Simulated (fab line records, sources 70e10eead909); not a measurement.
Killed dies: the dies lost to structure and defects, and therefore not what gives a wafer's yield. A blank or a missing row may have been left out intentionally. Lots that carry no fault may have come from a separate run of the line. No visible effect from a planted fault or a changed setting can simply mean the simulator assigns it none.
Check of tool commonality || flow nand-harc || 13 lots, 45 wafers sampled

WHY IT WAS OPENED
At NHARC_P_ZERO_WELL_CD_MEAS_24 the reading cd-nm is flagged on 2 of 13 lots. Fault-free wafers read 718.1 nm, with a standard deviation of 1.7.
Rule: a lot gets a flag if all its wafers with a number sit over 4 standard deviations from that mean, or if no wafer of it has a number. The other lots count as sound.

{"lot": "L797", "measured": "day 2 08:36", "on": "cd-sem-01", "cd-nm (nm), wafer by wafer": "716.6 717.2 719.0", "flag": ""}
{"lot": "L801", "measured": "day 4 00:30", "on": "cd-sem-03", "cd-nm (nm), wafer by wafer": "719.6 716.0 718.9", "flag": ""}
{"lot": "L802", "measured": "day 4 10:46", "on": "cd-sem-02", "cd-nm (nm), wafer by wafer": "718.8 720.0 717.8", "flag": ""}
{"lot": "L803", "measured": "day 4 20:35", "on": "cd-sem-01", "cd-nm (nm), wafer by wafer": "718.9 719.5 715.9", "flag": ""}
{"lot": "L806", "measured": "day 6 02:31", "on": "cd-sem-03", "cd-nm (nm), wafer by wafer": "719.5 716.6 716.2", "flag": ""}
{"lot": "L807", "measured": "day 6 12:26", "on": "cd-sem-02", "cd-nm (nm), wafer by wafer": "717.2 719.9 719.7", "flag": ""}
{"lot": "L808", "measured": "day 6 22:35", "on": "cd-sem-02", "cd-nm (nm), wafer by wafer": "716.9 720.2 719.8", "flag": ""}
{"lot": "L809", "measured": "day 7 08:58", "on": "cd-sem-01", "cd-nm (nm), wafer by wafer": "717.7 716.0 714.7", "flag": ""}
{"lot": "L811", "measured": "day 8 04:39", "on": "cd-sem-03", "cd-nm (nm), wafer by wafer": "717.1 717.5 719.7", "flag": ""}
{"lot": "L812", "measured": "day 8 14:28", "on": "cd-sem-03", "cd-nm (nm), wafer by wafer": "726.6 726.6 727.9 726.7 726.4 728.0", "flag": "FLAGGED"}
{"lot": "L813", "measured": "day 9 00:37", "on": "cd-sem-01", "cd-nm (nm), wafer by wafer": "727.7 726.8 727.9 727.5 726.7 728.1", "flag": "FLAGGED"}
{"lot": "L815", "measured": "day 9 20:28", "on": "cd-sem-02", "cd-nm (nm), wafer by wafer": "718.0 719.6 720.1", "flag": ""}
{"lot": "L817", "measured": "day 10 16:48", "on": "cd-sem-02", "cd-nm (nm), wafer by wafer": "715.2 715.9 718.5", "flag": ""}
The mean of the flagged lots' numbers is 727.2 nm, +9.1 nm from the usual (+5 standard deviations).

WHICH TOOL RAN EACH LOT
The record holds 1 process step before the reading, out of a route of 1302 steps. Cell contents, in order: the tool; ch with the chambers the sampled wafers went through; the start.
{"lot": "L797", "flag": "", "NHARC_P_ZERO_WELL_PEB_22": "litho-track-05 ch 0, day 2 08:31"}
{"lot": "L801", "flag": "", "NHARC_P_ZERO_WELL_PEB_22": "litho-track-03 ch 0, day 4 00:25"}
{"lot": "L802", "flag": "", "NHARC_P_ZERO_WELL_PEB_22": "litho-track-03 ch 0, day 4 10:40"}
{"lot": "L803", "flag": "", "NHARC_P_ZERO_WELL_PEB_22": "litho-track-07 ch 0, day 4 20:29"}
{"lot": "L806", "flag": "", "NHARC_P_ZERO_WELL_PEB_22": "litho-track-07 ch 0, day 6 02:25"}
{"lot": "L807", "flag": "", "NHARC_P_ZERO_WELL_PEB_22": "litho-track-05 ch 0, day 6 12:20"}
{"lot": "L808", "flag": "", "NHARC_P_ZERO_WELL_PEB_22": "litho-track-07 ch 0, day 6 22:30"}
{"lot": "L809", "flag": "", "NHARC_P_ZERO_WELL_PEB_22": "litho-track-03 ch 0, day 7 08:52"}
{"lot": "L811", "flag": "", "NHARC_P_ZERO_WELL_PEB_22": "litho-track-03 ch 0, day 8 04:34"}
{"lot": "L812", "flag": "FLAGGED", "NHARC_P_ZERO_WELL_PEB_22": "litho-track-03 ch 0, day 8 14:22"}
{"lot": "L813", "flag": "FLAGGED", "NHARC_P_ZERO_WELL_PEB_22": "litho-track-03 ch 0, day 9 00:32"}
{"lot": "L815", "flag": "", "NHARC_P_ZERO_WELL_PEB_22": "litho-track-05 ch 0, day 9 20:22"}
{"lot": "L817", "flag": "", "NHARC_P_ZERO_WELL_PEB_22": "litho-track-05 ch 0, day 10 16:42"}
What is done by these steps:
- NHARC_P_ZERO_WELL_PEB_22: peb time 85 s.
- NHARC_P_ZERO_WELL_CD_MEAS_24: target cd 720 nm.

FLAGGED OVER TOTAL, TOOL BY TOOL (the gauges that took the reading come last)
{"step": "NHARC_P_ZERO_WELL_PEB_22", "tool": "litho-track-03", "lots run": 6, "flagged": 2, "share of the flagged lots": "all", "sound lots run after its first flagged lot": 0}
{"step": "NHARC_P_ZERO_WELL_PEB_22", "tool": "litho-track-05", "lots run": 4, "flagged": 0, "share of the flagged lots": "none", "sound lots run after its first flagged lot": "-"}
{"step": "NHARC_P_ZERO_WELL_PEB_22", "tool": "litho-track-07", "lots run": 3, "flagged": 0, "share of the flagged lots": "none", "sound lots run after its first flagged lot": "-"}
{"step": "NHARC_P_ZERO_WELL_CD_MEAS_24", "tool": "cd-sem-01", "lots run": 4, "flagged": 1, "share of the flagged lots": "some", "sound lots run after its first flagged lot": 0}
{"step": "NHARC_P_ZERO_WELL_CD_MEAS_24", "tool": "cd-sem-02", "lots run": 5, "flagged": 0, "share of the flagged lots": "none", "sound lots run after its first flagged lot": "-"}
{"step": "NHARC_P_ZERO_WELL_CD_MEAS_24", "tool": "cd-sem-03", "lots run": 4, "flagged": 1, "share of the flagged lots": "some", "sound lots run after its first flagged lot": 0}

WHAT IS ALLOWED BY THE TABLE
In the table, 1 row covers all flagged lots: litho-track-03 at NHARC_P_ZERO_WELL_PEB_22.
- litho-track-03 at NHARC_P_ZERO_WELL_PEB_22 ran 6 lots, 2 of them flagged. It ran its last sound lot, L811, at day 8 04:34 and its first flagged lot, L812, at day 8 14:22: a fault with its onset between the two fits. Its own readings (heater-power-total-W, plate-temp-C) fall more than 4 standard deviations out on all wafers of the flagged lots.
Just one tool remains: litho-track-03 at NHARC_P_ZERO_WELL_PEB_22.

WHAT THE SIMULATOR PUT IN
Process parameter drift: litho-track-03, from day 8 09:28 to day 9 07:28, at NHARC_P_ZERO_WELL_PEB_22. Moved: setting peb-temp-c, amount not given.
Lots struck among those shown: L812, L813. The rule above reached the same finding.
